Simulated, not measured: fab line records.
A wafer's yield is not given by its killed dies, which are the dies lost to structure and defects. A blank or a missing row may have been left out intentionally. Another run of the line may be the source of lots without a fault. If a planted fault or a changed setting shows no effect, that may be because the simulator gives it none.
fab line records    flow nand-harc
[record] lots = 11  wafers = 33  last-day = 33
route steps=1302 shown P_ZERO_WELL@59 P_GATE@131 END@1302
lots that met no fault: from a run of the same line without faults
start-h: hours from the record's first day to the start of the lot's first wafer shown    wait-h: how many hours have passed since the lot's step before this one    " the same as in the row above    L1.1+2: a row that stands for several wafers    - no value, or no start was given    * or withheld: withheld    < > ~ a bound
route shown NAME@n: NAME is a module with steps in the file, n the number in the route of the first one    usual: mean/standard deviation of fault-free wafers    same: alike in all rows    chamber/n: place in a boat    sites: the reading at each site    _std_site: how widely they spread, as a standard deviation    _edge_site: mean of outer sites minus mean of inner sites    radius-mm: how far each site lies from the wafer's centre    mask NAME#n: copy n    behind: tool/chamber where the wafer was last shaped    hold: reason for holding the lot/hours on hold/outcome of the hold    device: names the non-switching transistor (n, p or np)    end of line: tests of these same wafers at the route's end    a step without rows: its recipe alone    killed: not the wafer's yield, but the dies lost to structure and defects at the first sort    map: per-die view of a wafer (x killed, . not killed, _ where there is no die)
set.NAME: the run value of the setting; set.NAME@STEP: its run value at that earlier step    model.NAME: the simulator's own value behind a step, which no gauge read
the route's steps for a sample of lots (tables are steps, rows are wafers)
services: from which hour (start-h, from the record's first day; less than 0 if before it) a tool's chamber was out of use, for how many hours, and why
[[steps]]
[step NHARC_P_ZERO_WELL_CD_MEAS_52]
[recipe] target-cd-nm = 2000  landing-energy-ev = 500
[usual] cd-nm = 1999.6/2.1
lot.wafer  tool       chamber  start-h  wait-h  cd-nm
L626.3     cd-sem-02  0        25.79    -       2002.4
L626.4     "          0        "        "       1998.9
L626.5     "          0        "        "       1998.4
L627.1     cd-sem-03  0        36.10    -       2003.5
L627.4     "          0        "        "       2002.3
L627.5     "          0        "        "       2000.4
L629.2     cd-sem-01  0        55.70    -       1998.5
L629.4     "          0        "        "       2000.6
L629.6     "          0        "        "       2001.2
L630.1     cd-sem-01  0        66.36    -       1999.0
L630.4     "          0        "        "       2000.0
L630.6     "          0        "        "       1997.8
L633.1     cd-sem-03  0        95.73    -       1998.6
L633.3     "          0        "        "       2000.0
L633.5     "          0        "        "       1998.6
L642.3     cd-sem-02  0        185.91   -       1999.3
L642.4     "          0        "        "       1999.3
L642.5     "          0        "        "       1996.3
L643.1     cd-sem-03  0        195.74   -       2001.0
L643.2     "          0        "        "       1996.5
L643.6     "          0        "        "       2002.5
L645.1     cd-sem-01  0        216.26   -       1999.9
L645.5     "          0        "        "       2000.3
L645.6     "          0        "        "       1998.5
L646.1     cd-sem-03  0        228.81   -       2001.5
L646.4     "          0        "        "       1996.4
L646.6     "          0        "        "       2001.6
L648.1     cd-sem-02  0        245.77   -       2000.1
L648.2     "          0        "        "       1999.9
L648.4     "          0        "        "       1997.1
L649.1     cd-sem-02  0        255.65   -       2001.3
L649.4     "          0        "        "       2001.5
L649.6     "          0        "        "       2001.1
[step NHARC_P_GATE_HM_DEP_102]
[recipe] target-thk-a = 1200  temp-c = 400  material = aC
[usual] throttle-valve-pct = 35.000/0.0084
lot.wafer  tool        chamber  start-h  wait-h  throttle-valve-pct
L627.1     acl-dep-03  0        108.99   0.4     35.000
L627.4     "           0        "        "       34.992
L627.5     "           0        "        "       35.015
L626.3     acl-dep-01  0        109.32   0.7     34.998
L626.4     "           0        "        "       34.994
L626.5     "           0        "        "       35.004
L629.2     acl-dep-01  0        131.57   4.4     34.990
L629.4     "           0        "        "       35.001
L629.6     "           0        "        "       35.002
L630.1     acl-dep-02  0        137.10   0.4     34.987
L630.4     "           0        "        "       35.004
L630.6     "           0        "        "       35.001
L633.1     acl-dep-02  0        163.27   1.6     35.002
L633.3     "           0        "        "       35.004
L633.5     "           0        "        "       34.998
L642.3     acl-dep-01  0        259.76   2.1     34.999
L642.4     "           0        "        "       35.009
L642.5     "           0        "        "       35.001
L643.1     acl-dep-01  0        263.96   2.4     35.001
L643.2     "           0        "        "       34.982
L643.6     "           0        "        "       35.008
L645.1     acl-dep-02  0        283.20   1.4     35.014
L645.5     "           0        "        "       35.003
L645.6     "           0        "        "       35.006
L646.1     acl-dep-03  0        300.24   0.4     34.989
L646.4     "           0        "        "       35.013
L646.6     "           0        "        "       34.997
L648.1     acl-dep-02  0        312.22   0.4     35.007
L648.2     "           0        "        "       34.997
L648.4     "           0        "        "       34.988
L649.1     acl-dep-02  0        326.09   0.4     35.005
L649.4     "           0        "        "       35.009
L649.6     "           0        "        "       34.997
[step NHARC_P_GATE_INSPECT_28]
[usual] raw-defect-count = 6.2/2.9
lot.wafer  tool               chamber  start-h  wait-h  raw-defect-count
L627.1     defect-inspect-02  -        110.35   0.0     5
L627.4     "                  -        "        "       3
L627.5     "                  -        "        "       6
L626.3     defect-inspect-02  -        110.58   0.0     10
L626.4     "                  -        "        "       4
L626.5     "                  -        "        "       7
L629.2     defect-inspect-02  -        132.81   0.0     5
L629.4     "                  -        "        "       8
L629.6     "                  -        "        "       11
L630.1     defect-inspect-02  -        138.56   0.0     10
L630.4     "                  -        "        "       6
L630.6     "                  -        "        "       6
L633.1     defect-inspect-02  -        164.73   0.0     9
L633.3     "                  -        "        "       8
L633.5     "                  -        "        "       9
L642.3     defect-inspect-02  -        260.89   0.0     17
L642.4     "                  -        "        "       16
L642.5     "                  -        "        "       20
L643.1     defect-inspect-02  -        265.38   0.0     13
L643.2     "                  -        "        "       23
L643.6     "                  -        "        "       24
L645.1     defect-inspect-01  -        284.67   0.0     7
L645.5     "                  -        "        "       9
L645.6     "                  -        "        "       9
L646.1     defect-inspect-01  -        301.74   0.0     2
L646.4     "                  -        "        "       5
L646.6     "                  -        "        "       5
L648.1     defect-inspect-01  -        313.68   0.0     9
L648.2     "                  -        "        "       8
L648.4     "                  -        "        "       8
L649.1     defect-inspect-01  -        327.54   0.0     2
L649.4     "                  -        "        "       5
L649.6     "                  -        "        "       6
[step NHARC_P_GATE_HM_OPEN_105]
[recipe] target-depth-a = 3600  o2-flow-sccm = 400  cos-flow-sccm = 20  ar-flow-sccm = 0  rf-w = 500  bias-w = 300  chemistry = O2/COS
[usual] drypump-motor-current-A = 5.9/0.46  o2-flow-sccm = 399.9/1.2  oes-product-au = 0.998/0.014  rf-vpp-V = 468.1/2.7  showerhead-plenum-p-Torr = 3.16/0.12  throttle-valve-pct = 28.330/0.0095
lot.wafer  tool         chamber  start-h  wait-h  drypump-motor-current-A  o2-flow-sccm  oes-product-au  rf-hours-counter-h  rf-vpp-V  showerhead-plenum-p-Torr  throttle-valve-pct
L627.4     rie-diel-13  0        -        -       5.8                      399.1         1.007           6                   472.1     3.34                      28.337
L627.1     "            1        "        "       5.9                      399.8         0.984           5                   467.6     3.13                      28.344
L627.5     "            2        "        "       6.1                      399.6         1.024           -                   469.4     3.19                      28.321
L626.3     rie-diel-02  3        -        -       5.6                      398.0         0.991           2                   463.8     3.05                      28.329
L626.5     "            2        "        "       5.8                      400.8         0.995           -                   472.4     3.32                      28.331
L626.4     "            1        "        "       5.0                      400.0         1.009           -                   464.2     2.98                      28.318
L629.2     rie-diel-05  0        -        -       5.3                      398.9         1.004           2                   470.8     3.26                      28.335
L629.4     "            1        "        "       5.7                      399.8         0.995           4                   471.0     3.26                      28.333
L629.6     "            0        "        "       5.3                      397.7         1.003           -                   470.0     3.26                      28.328
L630.4     rie-diel-05  3        -        -       6.8                      399.4         0.997           3                   468.6     3.21                      28.334
L630.1     "            1        "        "       5.7                      398.3         0.982           4                   468.7     3.26                      28.331
L630.6     "            3        "        "       6.8                      401.2         0.997           -                   470.1     3.21                      28.332
L633.3     rie-diel-13  2        -        -       6.1                      401.9         1.017           9                   468.3     3.19                      28.338
L633.1     "            3        "        "       6.3                      400.1         0.976           9                   465.5     3.05                      28.325
L633.5     "            3        "        "       6.4                      400.9         0.986           -                   466.0     3.05                      28.343
L642.3     rie-diel-02  2        -        -       5.8                      402.9         0.999           1                   471.9     3.32                      28.350
L642.4     "            0        "        "       6.7                      398.5         0.968           1                   464.3     3.01                      28.336
L642.5     "            3        "        "       5.6                      400.0         0.989           -                   465.9     3.05                      28.337
L643.1     rie-diel-02  1        -        -       5.0                      402.2         0.981           1                   463.8     2.98                      28.325
L643.2     "            0        "        "       6.7                      400.4         0.974           1                   466.6     3.01                      28.333
L643.6     "            1        "        "       5.0                      401.4         0.986           -                   464.6     2.98                      28.312
L645.1     rie-diel-13  1        -        -       5.9                      400.7         0.971           6                   466.3     3.12                      28.333
L645.6     "            2        "        "       6.1                      401.0         1.019           -                   469.7     3.18                      28.323
L645.5     "            3        "        "       6.3                      399.0         0.975           -                   465.2     3.05                      28.325
L646.1     rie-diel-02  1        -        -       5.0                      400.9         0.998           3                   463.2     2.98                      28.326
L646.4     "            2        "        "       5.8                      401.1         1.013           3                   471.3     3.31                      28.340
L646.6     "            1        "        "       5.0                      400.5         1.003           -                   463.6     2.98                      28.323
L648.2     rie-diel-13  2        -        -       6.1                      402.4         1.029           10                  468.7     3.18                      28.339
L648.4     "            0        "        "       5.8                      399.4         0.979           8                   472.4     3.33                      28.344
L648.1     "            1        "        "       5.9                      399.0         0.979           10                  467.0     3.12                      28.320
L649.1     rie-diel-13  2        -        -       6.1                      399.4         1.027           10                  466.6     3.18                      28.330
L649.4     "            3        "        "       6.4                      400.8         0.997           10                  465.9     3.05                      28.322
L649.6     "            1        "        "       5.9                      400.3         0.979           -                   467.4     3.12                      28.334
[step NHARC_P_GATE_ETCH_114]
[recipe] target-depth-a = 300  overetch-a = 30  time-s = 16.5  ion-energy-ev = 100  cf4-flow-sccm = 80  o2-flow-sccm = 20  ar-flow-sccm = 0  rf-w = 300  bias-w = 100  chemistry = CF4/O2
[usual] drypump-motor-current-A = 5.9/0.46  o2-flow-sccm = 20.00/0.061  oes-product-au = 0.997/0.015  rf-vpp-V = 198.2/1.4  showerhead-plenum-p-Torr = 1.35/0.056  throttle-valve-pct = 13.398/0.0093
lot.wafer  tool         chamber  start-h  wait-h  drypump-motor-current-A  o2-flow-sccm  oes-product-au  rf-hours-counter-h  rf-vpp-V  showerhead-plenum-p-Torr  throttle-valve-pct
L627.1     rie-diel-13  3        -        -       6.3                      19.91         0.982           5.1                 197.7     1.31                      13.404
L627.4     "            0        "        "       5.8                      19.94         1.006           6.2                 199.7     1.43                      13.378
L627.5     "            3        "        "       6.3                      19.92         0.994           -                   197.2     1.31                      13.401
L626.3     rie-diel-02  1        -        -       5.0                      19.96         1.006           2.2                 196.8     1.27                      13.388
L626.5     "            2        "        "       5.8                      20.09         1.011           -                   198.8     1.42                      13.388
L626.4     "            3        "        "       5.6                      20.03         0.996           -                   198.7     1.30                      13.420
L629.4     rie-diel-05  1        -        -       5.7                      20.09         0.990           3.9                 198.9     1.40                      13.394
L629.2     "            3        "        "       6.8                      19.97         0.997           2.6                 198.3     1.37                      13.385
L629.6     "            2        "        "       6.0                      20.03         1.005           -                   199.3     1.44                      13.400
L630.4     rie-diel-05  3        -        -       6.8                      20.01         1.001           3.2                 198.1     1.37                      13.397
L630.1     "            0        "        "       5.3                      19.95         1.006           3.2                 199.3     1.40                      13.413
L630.6     "            1        "        "       5.7                      19.95         0.989           -                   198.8     1.40                      13.391
L633.3     rie-diel-02  0        165.22   0.1     6.6                      20.08         0.967           5.2                 196.8     1.29                      13.384
L633.1     "            1        "        "       4.9                      20.10         1.000           5.4                 194.7     1.27                      13.400
L633.5     "            2        "        "       5.7                      20.10         1.021           -                   198.7     1.42                      13.394
L642.4     rie-diel-02  0        -        -       6.7                      19.81         0.981           1.1                 196.4     1.29                      13.398
L642.3     "            1        "        "       4.9                      19.97         0.982           1.0                 197.8     1.27                      13.404
L642.5     "            0        "        "       6.7                      19.94         0.981           -                   198.2     1.29                      13.410
L643.1     rie-diel-02  3        -        -       5.6                      19.99         0.993           1.0                 197.5     1.30                      13.404
L643.2     "            0        "        "       6.7                      20.00         0.977           1.2                 197.3     1.29                      13.396
L643.6     "            1        "        "       4.9                      19.93         0.977           -                   197.8     1.27                      13.392
L645.1     rie-diel-13  0        -        -       5.8                      20.02         0.996           5.7                 198.4     1.43                      13.398
L645.5     "            3        "        "       6.3                      20.01         0.983           -                   197.7     1.30                      13.408
L645.6     "            0        "        "       5.8                      20.01         0.991           -                   199.3     1.43                      13.396
L646.1     rie-diel-02  2        -        -       5.7                      19.91         1.018           2.9                 199.9     1.42                      13.388
L646.4     "            0        "        "       6.7                      19.99         0.981           3.1                 196.2     1.29                      13.395
L646.6     "            2        "        "       5.8                      20.03         1.013           -                   199.7     1.42                      13.389
L648.1     rie-diel-13  2        -        -       6.1                      20.05         1.025           10.0                199.1     1.36                      13.391
L648.2     "            3        "        "       6.3                      20.07         0.967           9.9                 196.5     1.30                      13.403
L648.4     "            0        "        "       5.8                      20.00         0.993           8.3                 201.8     1.43                      13.387
L649.1     rie-diel-13  2        -        -       6.1                      20.00         1.028           10.2                199.4     1.36                      13.377
L649.4     "            3        "        "       6.4                      19.96         0.980           10.0                196.1     1.30                      13.377
L649.6     "            0        "        "       5.8                      19.98         0.986           -                   198.9     1.43                      13.392
[step NHARC_END_SORT_01]
[recipe] temp-c = 25
[usual] killed-at-array = 59/17  killed-at-other = 0.9/1.6  killed-at-periphery = 3.7/2.3  killed-dies = 64/17  killed-open = 3.3/1.8  killed-short = 2.4/1.6
[same] gross-dies = 677
lot.wafer  tool       chamber  start-h  wait-h  killed-at-array  killed-at-other  killed-at-periphery  killed-dies  killed-open  killed-short
L642.3     prober-02  0        716.42   3.1     49               0                7                    56           2            0
L642.4     prober-02  0        717.23   3.4     64               1                9                    74           2            2
L642.5     prober-02  0        718.04   3.7     66               0                15                   81           0            1
L643.1     prober-02  0        730.06   2.6     81               0                3                    84           1            1
L643.2     prober-02  0        730.85   2.8     75               0                12                   87           7            3
L643.6     prober-02  0        734.01   3.9     75               0                11                   86           2            4
// killed by level:class
L642.3 A_CHANNEL_HOLE_D1:chamber-film-flake=25 A_CHANNEL_HOLE_D2:chamber-film-flake=16 P_GATE:unspecified=6 A_SLIT:chamber-film-flake=3 A_DECK1_JOINT:chamber-film-flake=2 P_M0:geometric-particle:open=1 A_BLC:geometric-particle:open=1 A_WL_FILL:chamber-film-flake=1
L642.4 A_CHANNEL_HOLE_D2:chamber-film-flake=26 A_CHANNEL_HOLE_D1:chamber-film-flake=25 P_GATE:unspecified=8 A_CONTACT:chamber-film-flake=6 A_WL_FILL:chamber-film-flake=1 A_ONON_D1:geometric-particle:short=1 A_DECK1_JOINT:geometric-particle:short=1 A_SLIT:geometric-particle:open=1
L642.5 A_CHANNEL_HOLE_D1:chamber-film-flake=29 A_CHANNEL_HOLE_D2:chamber-film-flake=29 P_GATE:unspecified=14 A_CONTACT:chamber-film-flake=4 A_CHANNEL_HOLE_D2:geometric-particle:short=1 P_CONTACT:chamber-film-flake=1 A_STAIRCASE:chamber-film-flake=1 A_SLIT:chamber-film-flake=1
L643.1 A_SLIT:chamber-film-flake=39 A_CHANNEL_HOLE_D1:chamber-film-flake=30 A_CONTACT:chamber-film-flake=5 A_SGD_CUT:chamber-film-flake=4 P_GATE:unspecified=2 A_DECK1_JOINT:geometric-particle:short=1 A_WL_FILL:geometric-particle:open=1 P_M0:chamber-film-flake=1
L643.2 A_SLIT:chamber-film-flake=38 A_CHANNEL_HOLE_D1:chamber-film-flake=22 P_GATE:unspecified=8 A_CONTACT:chamber-film-flake=6 P_CONTACT:geometric-particle:open=3 A_SGD_CUT:chamber-film-flake=3 P_STI:geometric-particle:short=1 A_ONON_D1:geometric-particle:open=1
L643.6 A_SLIT:chamber-film-flake=37 A_CHANNEL_HOLE_D1:chamber-film-flake=26 P_GATE:unspecified=9 P_STI:chamber-film-flake=2 A_SGD_CUT:chamber-film-flake=2 A_CONTACT:chamber-film-flake=2 A_ONON_D1:geometric-particle:open=1 A_CHANNEL_FILL_D1:geometric-particle:open=1
[[services]]
tool         chamber  start-h  hours  kind
rie-diel-13  0        95.00    -      clean
rie-diel-13  1        95.00    -      clean
rie-diel-13  2        95.00    -      clean
rie-diel-13  3        95.00    -      clean
rie-diel-02  0        97.87    -      clean
rie-diel-02  1        97.87    -      clean
rie-diel-02  0        110.23   1.3    repair
rie-diel-02  3        116.79   6.4    repair
acl-dep-03   -        120.50   13.0   pm
rie-diel-02  2        127.81   2.6    repair
acl-dep-02   -        152.47   1.4    repair
acl-dep-01   -        189.13   13.0   pm
rie-diel-05  3        192.28   6.1    repair
rie-diel-02  -        216.72   9.0    pm
rie-diel-13  3        228.51   1.7    repair
rie-diel-05  -        230.04   9.0    pm
rie-diel-13  0        236.40   5.5    repair
rie-diel-13  -        243.20   1.3    repair
acl-dep-02   -        244.10   13.0   pm
rie-diel-05  3        250.10   7.9    repair
rie-diel-05  1        256.13   19.2   repair
rie-diel-13  2        282.16   2.2    repair
rie-diel-02  -        290.20   1.4    repair
acl-dep-03   -        302.74   13.0   pm
[[key]]
[first-sign] step = NHARC_P_GATE_INSPECT_28  reading = raw-defect-count  direction = up  sigmas = 4.3  usual = 6.2  struck = 18.8  wafers-moved = 5
[effect] step = NHARC_END_SORT_01  reading = killed-at-periphery  direction = up  sigmas = 2.5  usual = 3.7  struck = 9.5  wafers-moved = 5
met-at NHARC_P_GATE_HM_DEP_102
struck-lots L642,L643
struck-wafers L642.3,L642.4,L642.5,L643.1,L643.2,L643.6
tester-left-out L642,L643
not-acting-at NHARC_P_ZERO_WELL_CD_MEAS_52,NHARC_P_GATE_HM_OPEN_105,NHARC_P_GATE_ETCH_114
onset-between 131.57 259.76
[fault] kind = chamber-particle-source  tool = acl-dep-01  chamber = 0  onset-h = 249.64  steps = NHARC_P_GATE_HM_DEP_102  rate-per-visit-cm2 = 0.016466  end-h = 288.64
// tester-left-out: of these lots the tester's yield and bins aren't shown, on N5 and GAA mostly nor the transistor test; their killed dies are dies lost to structure and defects alone, not to doping, threshold or leakage, so they don't give the yield
